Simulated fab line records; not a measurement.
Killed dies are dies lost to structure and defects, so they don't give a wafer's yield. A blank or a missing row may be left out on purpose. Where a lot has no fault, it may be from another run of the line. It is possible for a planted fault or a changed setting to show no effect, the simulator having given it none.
Chamber matching    flow n5-finfet    N5_GATE_CUT_STRIP_41 on rie-diel-01 has 4 sister chambers
The step strips in CF4. 4 wafers are shown with their chamber, then 10 later ones without.

## EACH WAFER AND ITS CHAMBER
wafer   chamber  showerhead-plenum-p-Torr (Torr)
L081.2  0        1.70
L086.3  1        1.71
L088.1  2        1.76
L088.3  3        1.85

## WAFERS WHOSE CHAMBER IS MISSING
wafer   showerhead-plenum-p-Torr (Torr)
L088.5  1.85
L090.1  1.71
L090.2  1.76
L090.6  1.71
L096.1  1.85
L096.3  1.90
L096.5  1.71
L097.1  1.75
L097.4  1.90
L097.5  1.71

## THE CHAMBER EACH PASSED THROUGH
wafer    from the rows above            in truth
L088.5   3                              3
L090.1   can't be placed: 1 or 0        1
L090.2   2                              2
L090.6   can't be placed: 1 or 0        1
L096.1   3                              3
L096.3   3                              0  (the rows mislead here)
L096.5   can't be placed: 1 or 0        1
L097.1   can't be placed: 2 or 1 or 0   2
L097.4   3                              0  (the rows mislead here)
L097.5   can't be placed: 1 or 0        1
Placed correctly: 3 of 10. Can't be placed from these rows: 5 (the true chamber is among the candidates in 5). Placed wrongly: 2.
How it was worked out, from the rows above alone: a wafer's distance from a chamber is the root of the sum, over the readings, of the square of ((its reading less the chamber's mean) divided by the reading's scatter). If the next closest chamber is less than 2 further off than the closest, the wafer can't be placed; otherwise it belongs to the closest. Each chamber's mean is taken over the wafers shown for it. The scatter: root of mean squared gap, hidden wafer to nearest shown wafer, with one shown wafer a chamber.
